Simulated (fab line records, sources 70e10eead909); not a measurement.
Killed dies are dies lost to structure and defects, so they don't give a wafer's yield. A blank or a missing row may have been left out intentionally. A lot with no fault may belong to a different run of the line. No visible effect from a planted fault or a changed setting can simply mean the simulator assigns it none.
Chamber matching -- flow nand-harc -- 3 sister chambers for NHARC_A_M0_PRE_CLEAN_31 on pecvd-01
The step time 12 s. 14 wafers are shown with their chamber, then 7 later ones without.

WAFERS, EACH WITH ITS CHAMBER
wafer,chamber,heater-power-w (W),susceptor-temp-C (C)
L797.1,0,675,370.14
L797.5,1,736,369.78
L797.6,0,676,369.92
L800.1,2,629,369.78
L800.5,0,689,370.18
L800.6,1,716,369.62
L802.1,2,545,370.22
L802.2,0,631,369.93
L802.5,2,536,369.43
L804.1,0,738,369.75
L804.4,2,493,370.15
L804.6,1,698,369.86
L809.3,1,680,369.95
L809.5,2,611,369.79

SIGNATURES (means of the wafers above)
reading,chamber 0,chamber 1,chamber 2,scatter within a chamber
heater-power-w,681.80,707.50,562.80,42.9
susceptor-temp-C,369.9840,369.8025,369.8740,0.232
Rule: for a wafer and a chamber, the distance is found by dividing, reading by reading, the gap between the wafer's reading and the chamber's mean by the reading's scatter, squaring, summing and taking the root. The wafer belongs to the nearest chamber; if the next one is less than 2 further off, it can't be placed. The scatter: take each reading less its chamber's mean, square it, sum over the shown wafers, divide by the number of wafers less the number of chambers, and take the root.

WAFERS MISSING THEIR CHAMBER
wafer,heater-power-w (W),susceptor-temp-C (C)
L809.6,641,369.86
L814.1,669,369.96
L814.2,584,369.80
L814.4,580,370.02
L819.1,691,370.08
L819.3,579,369.84
L819.5,715,369.89

THE CHAMBER EACH PASSED THROUGH
wafer,from the rows above,in truth
L809.6,can't be placed: 0 or 1 or 2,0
L814.1,can't be placed: 0 or 1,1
L814.2,can't be placed: 2 or 0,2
L814.4,can't be placed: 2 or 0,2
L819.1,can't be placed: 0 or 1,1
L819.3,2,2
L819.5,can't be placed: 1 or 0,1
Correct placement for 1 of the 7. Can't be placed from these rows: 6 (the true chamber is among the candidates in 6). Placed wrongly: 0.
